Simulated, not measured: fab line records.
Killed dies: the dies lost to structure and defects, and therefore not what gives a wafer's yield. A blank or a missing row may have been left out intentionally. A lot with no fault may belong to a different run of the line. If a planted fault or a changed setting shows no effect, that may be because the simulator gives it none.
Chamber matching | flow n5_finfet | N5_GATE_CUT_CMP_43 on cmp-03 has 4 sister chambers
The step polishes SiO2. 22 wafers are shown with their chamber, then 11 later ones without.

## WAFERS PAIRED WITH THEIR CHAMBERS
wafer  | chamber | motor_current_A (A)
L074.2 | 2       | 11.7
L074.5 | 3       | 15.0
L074.6 | 0       | 13.0
L076.1 | 1       | 10.5
L076.4 | 3       | 15.8
L076.6 | 0       | 13.2
L078.1 | 2       | 11.2
L078.2 | 0       | 12.4
L078.3 | 1       | 10.3
L082.1 | 2       | 11.0
L082.4 | 1       | 10.7
L082.5 | 1       | 9.8
L083.1 | 1       | 9.8
L083.4 | 2       | 10.9
L083.5 | 0       | 12.0
L087.1 | 1       | 10.5
L087.4 | 3       | 15.9
L087.6 | 3       | 15.8
L090.2 | 1       | 10.0
L090.3 | 3       | 15.6
L090.6 | 2       | 10.6
L091.1 | 1       | 9.9

SIGNATURES, as means of the wafers listed above
reading         | chamber 0 | chamber 1 | chamber 2 | chamber 3 | scatter within a chamber
motor_current_A | 12.650    | 10.188    | 11.080    | 15.620    | 0.408
Rule: a wafer lies at a distance from a chamber equal to the root of the sum of squares, over the readings, of (its reading less the chamber's mean, divided by the reading's scatter). If the next closest chamber is less than 2 further off than the closest, the wafer can't be placed; otherwise it belongs to the closest. The scatter: take each reading less its chamber's mean, square it, sum over the shown wafers, divide by the number of wafers less the number of chambers, and take the root.

## WAFERS WITHOUT THEIR CHAMBER
wafer  | motor_current_A (A)
L091.3 | 15.0
L091.6 | 11.2
L093.2 | 12.5
L093.3 | 11.7
L093.5 | 12.2
L096.2 | 11.0
L096.3 | 12.2
L096.5 | 10.0
L097.1 | 9.7
L097.2 | 12.1
L097.3 | 11.2

## CHAMBER TAKEN BY EACH
wafer  | from the rows above     | in truth
L091.3 | 3                       | 3
L091.6 | 2                       | 2
L093.2 | 0                       | 0
L093.3 | can't be placed: 2 or 0 | 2
L093.5 | can't be placed: 0 or 2 | 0
L096.2 | can't be placed: 2 or 1 | 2
L096.3 | can't be placed: 0 or 2 | 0
L096.5 | 1                       | 1
L097.1 | 1                       | 1
L097.2 | can't be placed: 0 or 2 | 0
L097.3 | 2                       | 2
Placed correctly: 6 of 11. From these rows, 5 cannot be placed; in 5 the true chamber is one of the candidates. 0 placed wrongly.
